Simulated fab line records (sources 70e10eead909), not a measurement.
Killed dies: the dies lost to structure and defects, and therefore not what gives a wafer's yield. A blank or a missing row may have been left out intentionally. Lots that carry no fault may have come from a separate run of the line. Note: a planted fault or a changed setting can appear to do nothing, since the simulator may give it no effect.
fab line records | flow nand_harc
[record] lots = 24 wafers = 72 last_day = 33
route steps=1302 shown A_CONTACT@1092 A_BLC@1119 A_M0@1159
lots that met no fault: taken from a fault-free run of the same line
start_h: hours from the record's first day to the start of the lot's first wafer shown | wait_h: how many hours have passed since the lot's step before this one | " identical to the entry in the row above | L1.1+2: several wafers, shown together as one row | - value missing, or start not given | * or withheld: withheld | < > ~ a bound
route shown NAME@n: names a module that has steps shown in the file, with the first one's number in the route | usual: the fault-free wafers' mean and standard deviation | same: alike in all rows | chamber/n: place in a boat | sites: per-site readings | _std_site: their standard deviation | _edge_site: mean of outer sites minus mean of inner sites | radius_mm: how far each site lies from the wafer's centre | mask NAME#n: copy n | behind: the most recent tool/chamber to have shaped the wafer | hold: why the lot was held/for how many hours/how that ended | device: the n, p or np transistor that did not switch | end of line: tests run on the same wafers once the route is complete | a step with no rows: only its recipe | killed: the dies lost at the first sort to structure and to defects; this is not the yield of the wafer | map: a wafer's dies, marking killed ones x, the rest . and places with no die _
set.NAME: the run value of the setting; set.NAME@STEP: its run value at that earlier step | model.NAME: the simulator's own value behind a step, which no gauge read
a sample of lots followed through the steps of the route, with each step as a table and each wafer as a row
services: from which hour (start_h, from the record's first day; less than 0 if before it) a tool's chamber was out of use, for how many hours, and why
[[steps]]
[step NHARC_A_CONTACT_ETCH_92]
[recipe] target_depth_a = 400 over_etch_frac = 0.5 time_s = 85.7 ion_energy_ev = 120 ch3f_flow_sccm = 50 o2_flow_sccm = 30 ar_flow_sccm = 200 rf_w = 500 bias_w = 100 chemistry = CH3F/O2
[usual] chamber_pressure_mTorr = 25.001/0.024 drypump_motor_current_A = 5.5/0.47 oes_product_au = 0.941/0.029 rf_vpp_V = 243.8/1.6 showerhead_plenum_p_Torr = 2.41/0.11 throttle_valve_pct = 20.662/0.0092
// columns lot.wafer tool chamber start_h wait_h chamber_pressure_mTorr drypump_motor_current_A oes_product_au rf_hours_counter_h rf_vpp_V showerhead_plenum_p_Torr throttle_valve_pct
L074.2 rie_diel-13 0 511.50 0.5 24.958 5.2 0.934 29 244.5 2.46 20.668
L074.6 " 3 " " 25.016 5.5 0.935 - 244.8 2.40 20.667
L074.5 " 0 " " 25.059 5.1 0.931 - 243.8 2.46 20.662
L076.2 rie_diel-12 3 528.34 0.5 24.973 5.8 0.944 25 248.6 2.65 20.661
L076.1 " 0 " " 25.005 6.3 0.925 28 244.5 2.49 20.652
L076.6 " 2 " " 25.015 5.4 0.929 - 242.3 2.31 20.676
L077.1 rie_diel-13 0 531.20 0.5 25.003 5.2 0.945 1 243.7 2.46 20.663
L077.2 " 2 " " 25.006 4.9 0.934 1 243.7 2.31 20.646
L077.5 " 0 " " 25.005 5.1 0.933 - 244.2 2.46 20.644
L078.3 rie_diel-06 2 549.25 0.4 25.015 4.9 0.937 23 243.9 2.40 20.664
L078.2 " 3 " " 25.007 5.4 0.913 22 241.5 2.28 20.658
L078.6 " 3 " " 24.995 5.4 0.921 - 241.9 2.28 20.669
L079.4 rie_diel-06 1 559.28 0.4 24.981 5.2 0.989 25 245.4 2.61 20.668
L079.3 " 3 " " 24.943 5.4 0.989 23 243.0 2.28 20.671
L079.5 " 0 " " 25.005 5.4 1.002 - 241.9 2.32 20.667
L081.3 rie_diel-13 2 587.90 0.4 25.032 4.9 0.933 10 241.7 2.30 20.675
L081.2 " 3 " " 24.961 5.6 0.945 10 243.9 2.39 20.673
L081.5 " 1 " " 24.965 5.6 0.933 - 244.4 2.53 20.664
L075.2 rie_diel-12 0 592.22 0.5 24.991 6.3 0.921 55 243.2 2.48 20.674
L075.1 " 2 " " 25.010 5.5 0.919 51 243.1 2.31 20.653
L075.3 " 3 " " 25.010 5.9 0.946 47 246.0 2.64 20.657
L080.1 rie_diel-13 0 594.23 0.5 25.031 5.2 0.926 13 244.7 2.46 20.664
L080.3 " 1 " " 24.969 5.7 0.927 13 244.7 2.53 20.678
L080.5 " 0 " " 25.023 5.2 0.930 - 244.8 2.46 20.657
L082.4 rie_diel-13 3 603.22 0.4 24.974 5.6 0.922 14 242.9 2.39 20.664
L082.2 " 0 " " 25.032 5.2 0.919 14 242.6 2.46 20.659
L082.1 " 1 " " 25.020 5.7 0.913 14 246.5 2.53 20.666
L083.2 rie_diel-13 0 606.67 0.5 24.981 5.2 0.927 15 246.1 2.46 20.663
L083.1 " 2 " " 24.968 4.9 0.929 14 241.6 2.30 20.657
L083.6 " 0 " " 25.016 5.2 0.918 - 244.4 2.46 20.669
L084.2 rie_diel-13 0 607.21 0.5 24.972 5.2 0.926 15 244.3 2.46 20.677
L084.1 " 2 " " 24.987 4.9 0.929 14 242.6 2.30 20.656
L084.6 " 0 " " 25.016 5.1 0.930 - 245.5 2.46 20.657
L085.3 rie_diel-06 2 628.53 0.4 25.006 4.9 1.002 48 244.0 2.39 20.662
L085.1 " 0 " " 25.007 5.4 0.999 46 242.1 2.31 20.668
L085.6 " 2 " " 24.997 4.9 0.984 - 243.5 2.39 20.656
L086.1 rie_diel-06 3 638.39 0.5 25.012 5.4 0.994 47 242.5 2.27 20.655
L086.3 " 1 " " 24.980 5.2 0.988 51 246.2 2.59 20.664
L086.5 " 0 " " 25.000 5.4 0.995 - 243.7 2.31 20.643
L087.1 rie_diel-12 0 653.33 0.5 24.985 6.3 1.010 7 244.5 2.48 20.637
L087.4 " 2 " " 25.013 5.4 1.003 10 242.9 2.30 20.647
L087.6 " 0 " " 24.993 6.3 1.024 - 244.8 2.48 20.664
L090.1 rie_diel-13 2 658.68 0.5 25.021 4.9 0.915 25 242.2 2.30 20.684
L090.3 " 0 " " 25.019 5.2 0.914 27 243.8 2.45 20.654
L090.6 " 1 " " 24.951 5.7 0.912 - 245.4 2.52 20.662
L089.1 rie_diel-12 0 659.60 0.5 24.993 6.3 0.932 10 244.6 2.47 20.665
L089.4 " 0 " " 24.990 6.3 0.921 - 245.4 2.47 20.677
L089.5 " 2 " " 24.953 5.4 0.916 - 241.5 2.30 20.680
L088.1 rie_diel-12 1 670.39 0.5 25.006 6.6 0.934 15 243.8 2.29 20.655
L088.5 " 1 " " 25.002 6.6 0.936 - 241.0 2.29 20.653
L088.6 " 2 " " 24.973 5.4 0.920 - 242.1 2.30 20.658
L092.2 rie_diel-13 2 672.15 0.5 24.946 4.9 0.930 28 243.6 2.30 20.665
L092.4 " 0 " " 25.036 5.1 0.919 30 245.7 2.45 20.667
L092.3 " 1 " " 24.946 5.7 0.923 27 246.6 2.52 20.670
L091.2 rie_diel-13 2 675.66 0.5 24.997 4.9 0.924 28 242.7 2.30 20.661
L091.4 " 1 " " 25.015 5.7 0.927 28 246.1 2.52 20.653
L091.6 " 2 " " 25.002 4.9 0.925 - 241.3 2.30 20.655
L093.3 rie_diel-06 2 696.69 0.5 24.983 4.9 0.916 10 244.3 2.38 20.651
L093.6 " 1 " " 24.944 5.2 0.917 - 246.0 2.59 20.658
L093.5 " 2 " " 24.972 4.9 0.928 - 243.8 2.38 20.675
L095.1 rie_diel-12 0 728.90 0.5 25.005 6.3 0.952 35 243.3 2.46 20.663
L095.5 " 2 " " 24.991 5.4 0.925 - 242.2 2.29 20.669
L095.6 " 3 " " 25.023 5.8 0.943 - 246.9 2.62 20.664
L096.3 rie_diel-13 1 731.76 0.4 25.003 5.7 0.932 7 244.3 2.52 20.652
L096.1 " 3 " " 24.976 5.6 0.912 5 243.8 2.38 20.672
L096.5 " 2 " " 25.029 4.9 0.918 - 242.8 2.29 20.661
L094.1 rie_diel-13 3 735.49 0.5 24.964 5.6 0.936 5 242.9 2.38 20.656
L094.4 " 1 " " 25.037 5.7 0.935 8 244.1 2.52 20.659
L094.5 " 3 " " 24.983 5.5 0.928 - 243.1 2.38 20.657
L097.1 rie_diel-13 3 739.30 0.5 25.022 5.6 0.929 6 243.3 2.38 20.669
L097.3 " 0 " " 25.035 5.2 0.937 6 243.4 2.45 20.672
L097.6 " 3 " " 24.988 5.6 0.920 - 243.6 2.38 20.664
[step NHARC_A_CONTACT_CMP_20]
[recipe] t_overpolish_s = 30 target_thk_nm = 300
[usual] motor_current_A = 11.7/1.3 overpolish_run_s = 30.002/0.0093 retaining_ring_pressure_frac = 1.000/0.0049 time_to_endpoint_s = 61/3.1
// columns lot.wafer tool chamber start_h wait_h motor_current_A overpolish_run_s retaining_ring_pressure_frac time_to_endpoint_s
L074.2 cmp-02 3 513.95 0.7 10.7 29.998 1.001 51
L074.6 " 0 " " 11.6 30.013 0.996 57
L074.5 " 1 " " 13.3 30.005 0.990 59
L076.2 cmp-03 2 530.90 0.8 10.1 30.009 0.999 62
L076.1 " 0 " " 12.7 30.003 0.998 62
L076.6 " 2 " " 9.6 30.008 0.996 63
L077.2 cmp-03 2 533.43 0.8 9.8 29.997 0.995 66
L077.1 " 1 " " 11.4 30.015 1.008 63
L077.5 " 3 " " 11.7 29.996 1.007 62
L078.2 cmp-03 0 551.59 0.8 12.9 30.015 0.997 63
L078.3 " 1 " " 12.1 30.007 1.003 64
L078.6 " 2 " " 10.1 30.000 1.000 61
L079.3 cmp-04 1 561.53 0.4 12.0 29.998 1.008 59
L079.4 " 3 " " 11.0 29.999 0.999 57
L079.5 " 2 " " 10.2 29.992 1.007 58
L081.2 cmp-03 1 590.13 0.8 12.3 30.006 1.002 61
L081.3 " 0 " " 13.4 30.008 0.994 64
L081.5 " 1 " " 11.5 30.011 1.000 63
L075.2 cmp-03 0 594.52 0.8 13.6 29.998 1.000 63
L075.3 " 1 " " 11.9 29.992 1.003 60
L075.1 " 3 " " 11.5 30.005 1.016 61
L080.3 cmp-03 1 596.52 0.4 11.2 30.004 1.011 66
L080.1 " 3 " " 12.0 29.997 1.003 64
L080.5 " 0 " " 13.8 30.022 0.994 66
L082.2 cmp-02 1 605.45 0.8 13.0 30.001 0.991 60
L082.1 " 2 " " 13.0 30.003 1.009 65
L082.4 " 3 " " 10.6 30.006 1.003 53
L083.1 cmp-04 0 608.96 0.6 14.4 30.014 1.005 66
L083.2 " 1 " " 11.7 29.996 0.997 62
L083.6 " 0 " " 14.6 29.995 1.008 65
L084.2 cmp-02 1 609.72 0.8 13.0 30.004 0.997 57
L084.1 " 2 " " 12.8 29.987 1.004 62
L084.6 " 1 " " 12.5 30.014 0.995 59
L085.1 cmp-04 1 630.94 0.8 11.8 29.998 1.005 60
L085.3 " 3 " " 10.6 30.009 1.007 56
L085.6 " 2 " " 10.1 29.985 1.000 58
L086.1 cmp-03 0 640.71 0.7 13.3 29.992 0.996 65
L086.3 " 1 " " 11.4 30.002 0.998 63
L086.5 " 2 " " 9.8 29.999 0.998 62
L087.4 cmp-02 3 655.86 0.4 11.1 30.007 0.999 56
L087.1 " 0 " " 11.1 29.995 1.002 57
L087.6 " 0 " " 11.3 30.006 1.004 61
L090.1 cmp-03 2 660.89 0.6 10.2 30.003 0.997 64
L090.3 " 3 " " 11.0 29.993 0.999 62
L090.6 " 2 " " 9.7 29.991 1.002 61
L089.1 cmp-03 0 661.89 0.7 13.4 29.992 1.003 66
L089.4 " 3 " " 11.8 29.991 0.999 60
L089.5 " 1 " " 11.3 30.010 1.005 61
L088.1 cmp-04 1 672.79 0.8 11.0 29.993 1.003 59
L088.6 " 2 " " 10.3 30.016 1.000 59
L088.5 " 3 " " 10.8 29.997 0.997 53
L092.3 cmp-02 0 674.50 0.4 11.5 30.002 1.003 60
L092.2 " 1 " " 13.3 30.001 0.995 58
L092.4 " 2 " " 12.6 30.000 0.999 59
L091.4 cmp-03 0 678.04 0.4 12.9 30.013 1.003 63
L091.2 " 1 " " 11.5 30.002 1.005 61
L091.6 " 1 " " 11.7 30.003 1.003 58
L093.3 cmp-02 2 699.11 0.6 12.2 29.995 0.996 63
L093.5 " 3 " " 10.7 30.019 0.992 57
L093.6 " 0 " " 11.1 29.999 1.000 61
L095.1 cmp-04 3 731.68 0.8 11.0 29.985 0.996 58
L095.5 " 0 " " 14.1 29.994 0.993 59
L095.6 " 1 " " 11.5 29.996 1.001 59
L096.1 cmp-04 3 734.04 0.6 10.9 30.003 0.991 56
L096.3 " 2 " " 10.6 29.991 1.005 56
L096.5 " 3 " " 11.4 30.003 0.984 55
L094.1 cmp-02 1 737.75 0.7 12.8 30.010 1.007 61
L094.4 " 2 " " 12.6 30.001 1.005 62
L094.5 " 0 " " 11.5 30.008 0.994 59
L097.1 cmp-03 0 741.58 0.7 13.7 30.000 1.002 64
L097.3 " 1 " " 11.6 30.008 0.996 61
L097.6 " 3 " " 11.3 29.984 1.000 58
[step NHARC_A_BLC_INSPECT_12]
[usual] raw_defect_count = 85/43
// columns lot.wafer tool chamber start_h wait_h raw_defect_count
L074.2 defect_inspect-01 - 514.90 0.0 146
L074.5 " - " " 141
L074.6 " - " " 151
L076.1 defect_inspect-02 - 531.96 0.0 56
L076.2 " - " " 73
L076.6 " - " " 62
L077.1 defect_inspect-01 - 534.47 0.0 100
L077.2 " - " " 104
L077.5 " - " " 118
L078.2 defect_inspect-01 - 552.58 0.0 17
L078.3 " - " " 12
L078.6 " - " " 17
L079.3 defect_inspect-02 - 562.44 0.0 77
L079.4 " - " " 68
L079.5 " - " " 71
L081.2 defect_inspect-02 - 591.17 0.0 24
L081.3 " - " " 29
L081.5 " - " " 17
L075.1 defect_inspect-02 - 595.57 0.0 99
L075.2 " - " " 127
L075.3 " - " " 127
L080.1 defect_inspect-02 - 597.54 0.0 112
L080.3 " - " " 121
L080.5 " - " " 121
L082.1 defect_inspect-01 - 606.36 0.0 73
L082.2 " - " " 84
L082.4 " - " " 88
L083.1 defect_inspect-01 - 609.99 0.0 133
L083.2 " - " " 122
L083.6 " - " " 133
L084.1 defect_inspect-02 - 610.60 0.0 44
L084.2 " - " " 42
L084.6 " - " " 46
L085.1 defect_inspect-01 - 631.97 0.0 18
L085.3 " - " " 17
L085.6 " - " " 27
L086.1 defect_inspect-02 - 641.69 0.0 160
L086.3 " - " " 156
L086.5 " - " " 168
L087.1 defect_inspect-02 - 656.89 0.0 64
L087.4 " - " " 81
L087.6 " - " " 63
L090.1 defect_inspect-01 - 661.92 0.0 22
L090.3 " - " " 30
L090.6 " - " " 22
L089.1 defect_inspect-02 - 662.92 0.0 144
L089.4 " - " " 143
L089.5 " - " " 150
L088.1 defect_inspect-01 - 673.63 0.0 121
L088.5 " - " " 101
L088.6 " - " " 125
L092.2 defect_inspect-01 - 675.51 0.0 59
L092.3 " - " " 65
L092.4 " - " " 69
L091.2 defect_inspect-01 - 678.95 0.0 119
L091.4 " - " " 118
L091.6 " - " " 107
L093.3 defect_inspect-01 - 700.09 0.0 107
L093.5 " - " " 127
L093.6 " - " " 115
L095.1 defect_inspect-02 - 732.64 0.0 88
L095.5 " - " " 87
L095.6 " - " " 82
L096.1 defect_inspect-02 - 735.07 0.0 26
L096.3 " - " " 22
L096.5 " - " " 21
L094.1 defect_inspect-02 - 738.63 0.0 81
L094.4 " - " " 87
L094.5 " - " " 77
L097.1 defect_inspect-01 - 742.59 0.0 90
L097.3 " - " " 91
L097.6 " - " " 97
[step NHARC_A_BLC_CD_MEAS_19]
[usual] cd_nm = 100.2/2.1
// columns lot.wafer tool chamber start_h wait_h cd_nm
L074.2 cd_sem-02 - 515.94 - 101.8
L074.5 " - " " 104.0
L074.6 " - " " 101.1
L076.1 cd_sem-02 - 532.98 - 100.5
L076.2 " - " " 101.1
L076.6 " - " " 101.4
L077.1 cd_sem-01 - 535.49 - 100.3
L077.2 " - " " 98.7
L077.5 " - " " 96.4
L078.2 cd_sem-01 - 553.61 - 99.6
L078.3 " - " " 102.8
L078.6 " - " " 100.6
L079.3 cd_sem-03 - 564.13 - 98.3
L079.4 " - " " 99.3
L079.5 " - " " 100.7
L081.2 cd_sem-03 - 592.59 - 99.9
L081.3 " - " " 99.7
L081.5 " - " " 98.9
L075.1 cd_sem-01 - 596.60 - 100.5
L075.2 " - " " 98.6
L075.3 " - " " 102.1
L080.1 cd_sem-01 - 598.75 - 97.5
L080.3 " - " " 103.4
L080.5 " - " " 97.0
L082.1 cd_sem-01 - 607.57 - 103.0
L082.2 " - " " 98.9
L082.4 " - " " 103.8
L083.1 cd_sem-01 - 611.54 - 103.4
L083.2 " - " " 100.5
L083.6 " - " " 101.3
L084.1 cd_sem-03 - 611.65 - 101.9
L084.2 " - " " 99.7
L084.6 " - " " 100.0
L085.1 cd_sem-03 - 633.00 - 101.2
L085.3 " - " " 99.4
L085.6 " - " " 100.4
L086.1 cd_sem-01 - 642.71 - 103.3
L086.3 " - " " 100.2
L086.5 " - " " 99.0
L087.1 cd_sem-01 - 657.92 - 101.0
L087.4 " - " " 97.0
L087.6 " - " " 101.9
L090.1 cd_sem-01 - 663.23 - 96.6
L090.3 " - " " 99.3
L090.6 " - " " 96.6
L089.1 cd_sem-01 - 663.95 - 97.6
L089.4 " - " " 99.8
L089.5 " - " " 101.5
L088.1 cd_sem-01 - 674.66 - 102.8
L088.5 " - " " 102.4
L088.6 " - " " 100.5
L092.2 cd_sem-01 - 676.54 - 99.0
L092.3 " - " " 98.0
L092.4 " - " " 99.6
L091.2 cd_sem-02 - 679.98 - 103.8
L091.4 " - " " 99.6
L091.6 " - " " 103.1
L093.3 cd_sem-03 - 701.12 - 99.0
L093.5 " - " " 100.1
L093.6 " - " " 99.3
L095.1 cd_sem-02 - 733.66 - 98.3
L095.5 " - " " 100.8
L095.6 " - " " 98.2
L096.1 cd_sem-02 - 736.10 - 97.9
L096.3 " - " " 102.3
L096.5 " - " " 99.2
L094.1 cd_sem-02 - 740.22 - 102.6
L094.4 " - " " 101.3
L094.5 " - " " 99.6
L097.1 cd_sem-02 - 743.61 - 101.6
L097.3 " - " " 103.9
L097.6 " - " " 100.5
[step NHARC_A_BLC_CMP_25]
[recipe] t_overpolish_s = 30 target_thk_nm = 150
[usual] motor_current_A = 11.9/1.7 overpolish_run_s = 30.001/0.0087 retaining_ring_pressure_frac = 1.000/0.005 time_to_endpoint_s = 30.9/3
// columns lot.wafer tool chamber start_h wait_h motor_current_A overpolish_run_s retaining_ring_pressure_frac time_to_endpoint_s
L074.2 cmp-04 1 517.60 0.4 12.0 29.996 1.005 27.6
L074.6 " 3 " " 10.6 30.005 1.005 24.2
L074.5 " 0 " " 13.7 30.006 0.990 30.2
L076.2 cmp-03 1 534.61 0.5 11.3 30.013 0.996 31.8
L076.1 " 2 " " 10.1 29.988 1.007 32.3
L076.6 " 3 " " 11.5 30.005 0.997 31.8
L077.2 cmp-03 2 537.07 0.4 10.2 30.006 1.005 34.1
L077.1 " 3 " " 11.4 30.000 1.002 30.1
L077.5 " 2 " " 10.0 30.001 0.997 32.5
L078.3 cmp-01 1 555.21 0.3 11.2 29.982 0.998 29.6
L078.2 " 2 " " 10.6 30.016 1.000 31.3
L078.6 " 1 " " 11.5 30.001 0.997 28.6
L079.4 cmp-01 2 565.77 0.3 10.6 30.018 1.004 33.2
L079.3 " 3 " " 11.9 30.008 0.998 30.0
L079.5 " 1 " " 11.5 29.994 0.990 30.2
L081.2 cmp-01 3 594.22 0.5 12.4 30.004 1.000 36.4
L081.3 " 0 " " 15.5 29.989 1.005 38.2
L081.5 " 1 " " 10.4 29.999 1.000 33.5
L075.3 cmp-01 1 598.19 0.2 11.0 30.011 0.996 34.2
L075.2 " 3 " " 11.4 30.007 1.001 33.2
L075.1 " 0 " " 15.8 29.991 0.997 35.6
L080.1 cmp-04 3 600.32 0.5 11.3 30.004 0.998 27.9
L080.3 " 1 " " 11.2 30.000 0.996 27.5
L080.5 " 0 " " 14.6 30.007 0.999 30.5
L082.4 cmp-03 0 609.17 0.3 13.8 30.000 1.006 35.4
L082.2 " 1 " " 11.9 29.997 1.005 33.4
L082.1 " 2 " " 10.2 29.989 1.009 31.4
L083.1 cmp-01 2 613.11 0.5 11.2 29.999 1.000 34.1
L083.2 " 0 " " 15.4 29.995 1.003 32.9
L083.6 " 2 " " 10.3 29.987 1.003 36.0
L084.2 cmp-03 0 613.55 0.4 14.5 29.989 1.004 35.0
L084.1 " 2 " " 10.2 29.986 0.996 32.5
L084.6 " 0 " " 13.5 29.998 1.001 33.6
L085.1 cmp-01 3 634.60 0.4 11.6 29.993 1.004 30.8
L085.3 " 0 " " 16.8 29.994 0.994 32.6
L085.6 " 0 " " 17.4 29.998 1.002 30.8
L086.1 cmp-01 1 644.30 0.5 11.3 29.996 1.002 27.3
L086.3 " 3 " " 11.8 29.990 0.990 27.5
L086.5 " 1 " " 10.3 30.009 1.004 28.6
L087.4 cmp-04 3 659.59 0.4 11.0 29.996 1.004 25.8
L087.1 " 0 " " 13.9 29.997 0.992 30.4
L087.6 " 2 " " 10.3 30.003 1.003 27.4
L090.1 cmp-04 0 664.81 0.4 14.5 29.989 1.001 34.9
L090.3 " 1 " " 11.5 29.998 0.997 29.8
L090.6 " 1 " " 11.7 29.995 0.997 28.8
L089.1 cmp-01 2 665.59 0.5 10.3 30.007 0.996 31.7
L089.4 " 0 " " 15.1 30.006 1.002 31.2
L089.5 " 2 " " 10.4 29.997 1.005 33.8
L088.1 cmp-04 0 676.32 0.5 14.2 30.010 1.000 35.8
L088.6 " 1 " " 11.6 29.992 0.999 33.4
L088.5 " 2 " " 10.3 30.000 0.990 33.0
L092.4 cmp-04 2 678.11 0.2 10.2 30.009 1.011 29.8
L092.2 " 0 " " 13.8 29.997 0.992 32.6
L092.3 " 1 " " 12.2 30.006 1.007 30.2
L091.4 cmp-04 2 681.60 0.3 9.6 30.008 0.997 27.7
L091.2 " 3 " " 10.1 29.997 1.002 30.1
L091.6 " 0 " " 13.7 29.994 0.993 31.4
L093.3 cmp-03 3 702.76 0.4 11.7 30.008 1.006 30.0
L093.6 " 0 " " 12.7 30.001 0.995 36.6
L093.5 " 1 " " 11.7 30.014 1.003 32.4
L095.1 cmp-04 2 735.23 0.4 10.1 30.004 0.997 28.5
L095.5 " 2 " " 11.0 29.995 0.999 27.9
L095.6 " 3 " " 11.4 30.001 1.002 25.9
L096.1 cmp-04 3 738.16 0.4 11.6 30.000 1.007 28.8
L096.3 " 0 " " 14.6 29.999 0.993 32.4
L096.5 " 2 " " 10.5 30.021 0.991 31.3
L094.4 cmp-04 1 741.85 0.3 12.1 29.994 1.003 24.7
L094.1 " 2 " " 10.3 30.011 0.996 24.9
L094.5 " 2 " " 10.5 30.001 1.004 27.8
L097.3 cmp-04 0 745.22 0.3 14.5 30.003 0.988 29.6
L097.1 " 1 " " 11.8 29.999 1.006 26.7
L097.6 " 0 " " 13.7 30.000 0.995 32.4
[step NHARC_A_M0_PVD_21]
[recipe] target_thk_a = 300 chamber_pressure_pa = 5 power_w = 5000 substrate_temp_c = 30 time_s = 20.49 material = Cu
[usual] throttle_valve_pct = 30.0/0.95
// columns lot.wafer tool chamber start_h wait_h throttle_valve_pct
L074.2 pvd_sputter-03 - - - 30.9
L074.6 " - " " 30.0
L074.5 " - " " 31.1
L076.1 pvd_sputter-01 - - - 29.2
L076.2 " - " " 31.3
L076.6 " - " " 29.0
L077.2 pvd_sputter-02 - - - 28.7
L077.1 " - " " 28.7
L077.5 " - " " 29.5
L078.3 pvd_sputter-02 - - - 29.1
L078.2 " - " " 28.5
L078.6 " - " " 28.4
L079.4 pvd_sputter-02 - - - 28.6
L079.3 " - " " 29.6
L079.5 " - " " 28.8
L081.2 pvd_sputter-02 - - - 30.6
L081.3 " - " " 28.7
L081.5 " - " " 29.3
L075.2 pvd_sputter-03 - - - 29.1
L075.1 " - " " 30.6
L075.3 " - " " 29.9
L080.3 pvd_sputter-02 - - - 28.4
L080.1 " - " " 28.7
L080.5 " - " " 28.7
L082.4 pvd_sputter-01 - - - 29.5
L082.1 " - " " 30.5
L082.2 " - " " 31.2
L083.2 pvd_sputter-03 - - - 30.7
L083.1 " - " " 31.1
L083.6 " - " " 31.1
L084.2 pvd_sputter-01 - - - 30.5
L084.1 " - " " 31.3
L084.6 " - " " 29.4
L085.3 pvd_sputter-02 - - - 30.8
L085.1 " - " " 28.3
L085.6 " - " " 28.6
L086.3 pvd_sputter-03 - - - 31.3
L086.1 " - " " 29.2
L086.5 " - " " 30.5
L087.1 pvd_sputter-02 - - - 28.8
L087.4 " - " " 30.2
L087.6 " - " " 28.9
L090.3 pvd_sputter-02 - - - 28.9
L090.1 " - " " 30.2
L090.6 " - " " 28.6
L089.4 pvd_sputter-01 - - - 31.6
L089.1 " - " " 29.4
L089.5 " - " " 30.7
L088.1 pvd_sputter-03 - - - 29.7
L088.5 " - " " 31.4
L088.6 " - " " 30.0
L092.4 pvd_sputter-03 - - - 31.4
L092.3 " - " " 30.1
L092.2 " - " " 29.3
L091.4 pvd_sputter-01 - - - 31.4
L091.2 " - " " 29.5
L091.6 " - " " 30.7
L093.3 pvd_sputter-01 - - - 30.2
L093.6 " - " " 30.6
L093.5 " - " " 31.7
L095.1 pvd_sputter-01 - - - 29.2
L095.5 " - " " 29.9
L095.6 " - " " 31.0
L096.1 pvd_sputter-02 - - - 31.5
L096.3 " - " " 29.1
L096.5 " - " " 31.5
L094.1 pvd_sputter-02 - - - 28.6
L094.4 " - " " 28.8
L094.5 " - " " 29.7
L097.1 pvd_sputter-03 - - - 31.3
L097.3 " - " " 29.2
L097.6 " - " " 31.3
[[services]]
// columns tool chamber start_h hours kind
cmp-04 - 504.72 4.0 pm
cmp-04 - 515.94 0.4 repair
rie_diel-13 - 519.00 9.0 pm
cmp-03 - 519.66 10.1 repair
cmp-04 - 523.42 0.7 repair
cmp-03 - 556.55 4.0 pm
cmp-01 - 579.68 4.0 pm
cmp-03 - 584.10 0.9 repair
pvd_sputter-02 - 586.09 2.2 repair
cmp-04 - 588.37 0.4 repair
cmp-01 - 599.08 2.1 repair
cmp-04 - 602.72 4.0 pm
pvd_sputter-02 - 613.83 4.1 repair
pvd_sputter-02 - 638.04 10.0 pm
cmp-04 - 652.32 2.3 repair
cmp-03 - 654.55 4.0 pm
cmp-04 - 656.37 1.6 repair
cmp-01 - 677.68 4.0 pm
cmp-03 - 692.86 1.3 repair
rie_diel-13 - 696.00 9.0 pm
cmp-04 - 700.72 4.0 pm
pvd_sputter-02 - 709.39 0.6 repair
pvd_sputter-02 - 730.03 7.6 repair
cmp-03 - 730.41 6.1 repair
[[key]]
fault none
